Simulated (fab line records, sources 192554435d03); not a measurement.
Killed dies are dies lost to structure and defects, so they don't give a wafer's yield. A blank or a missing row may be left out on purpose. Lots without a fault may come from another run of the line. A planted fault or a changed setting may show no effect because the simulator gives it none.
One fault seen from 2 desks | flow n5_finfet | each desk has only its own numbers; what lay behind them comes last

THE TOOL OWNER'S DESK: litho_track-03
The tool's own readings at N5_BEOL_M4_COAT_05 (resist thk 30 nm): means of the sampled wafers that have a number, for each lot that ran on this tool. A lot is out of limits, marked OUT, if its mean lies more than 4 standard deviations from the usual mean; the brackets give that distance.
Columns: A = spin_speed_rpm at N5_BEOL_M4_COAT_05, usual 1499.9 rpm
lot  | first seen here | A
L508 | day 8 12:14     | 1499.2
L513 | day 9 05:56     | 1444.7 (-57) OUT
L512 | day 9 08:34     | 1443.2 (-58) OUT
L527 | day 13 00:16    | 1499.8
This desk's finding: out of limits on L512, L513; first on L513, day 9 05:56 (spin_speed_rpm at N5_BEOL_M4_COAT_05). In limits: L508, L527.

THE METROLOGY DESK
What the gauges read, lot by lot, whatever tool the lot ran on: means of the sampled wafers that have a number. A lot is out of limits, marked OUT, if its mean lies more than 4 standard deviations from the usual mean; the brackets give that distance. Of its 11 readings 7 are shown: those that lie furthest out on some lot.
Columns: A = M4_ILD_THK at N5_BEOL_M4_THK_MEAS_01, usual 79.1 nm; B = IOFF_N at N5_BEOL_M4_RC_MEAS_101, usual 0.16 nA/um; C = IOFF_P at N5_BEOL_M4_RC_MEAS_101, usual 0.22 nA/um; D = ION_N at N5_BEOL_M4_RC_MEAS_101, usual 675 uA/um; E = ION_P at N5_BEOL_M4_RC_MEAS_101, usual 465 uA/um; F = SS_P at N5_BEOL_M4_RC_MEAS_101, usual 73.2 mV/dec; G = VT_N at N5_BEOL_M4_RC_MEAS_101, usual 250 mV
lot  | first seen here | A    | B    | C    | D   | E   | F    | G
L507 | day 7 16:36     | 79.3 | 0.19 | 0.23 | 689 | 468 | 73.7 | 248
L508 | day 8 10:37     | 79.6 | 0.15 | 0.24 | 667 | 467 | 73.6 | 252
L511 | day 8 16:23     | 78.9 | 0.11 | 0.17 | 650 | 455 | 72.6 | 256
L513 | day 9 04:04     | 78.8 | 0.15 | 0.22 | 673 | 467 | 73.0 | 248
L512 | day 9 07:44     | 80.8 | 0.17 | 0.24 | 674 | 462 | 74.0 | 249
L515 | day 9 12:20     | 77.7 | 0.19 | 0.25 | 680 | 463 | 73.5 | 247
L518 | day 10 15:11    | 79.2 | 0.15 | 0.25 | 675 | 474 | 72.7 | 250
L520 | day 11 03:23    | 79.7 | 0.15 | 0.22 | 673 | 467 | 73.3 | 251
L519 | day 11 04:50    | 79.4 | 0.19 | 0.28 | 698 | 481 | 73.5 | 247
L523 | day 11 11:50    | 77.4 | 0.13 | 0.20 | 665 | 462 | 72.0 | 252
L527 | day 13 00:02    | 79.5 | 0.15 | 0.19 | 670 | 459 | 72.8 | 251
L529 | day 13 03:11    | 78.2 | 0.17 | 0.22 | 676 | 460 | 74.0 | 250
This desk's finding: nothing out of limits on any of the 12 lots.

PUT TOGETHER
The tool owner's desk could have raised an alarm at day 9 05:56, on L512, L513.
The metrology desk saw nothing out of limits.
The metrology desk has L512, L513 on record, within its limits.
Of the lots named, all ran N5_BEOL_M4_COAT_05 on litho_track-03.

WHAT THE SIMULATOR HAD PUT IN
Process parameter drift: litho_track-03, from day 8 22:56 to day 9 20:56, at N5_BEOL_M4_COAT_05. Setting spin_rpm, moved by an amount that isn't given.
Lots struck among those shown: L512, L513.
Hours from the fault's start to each desk's first reading out of limits: the tool owner's desk, 7.
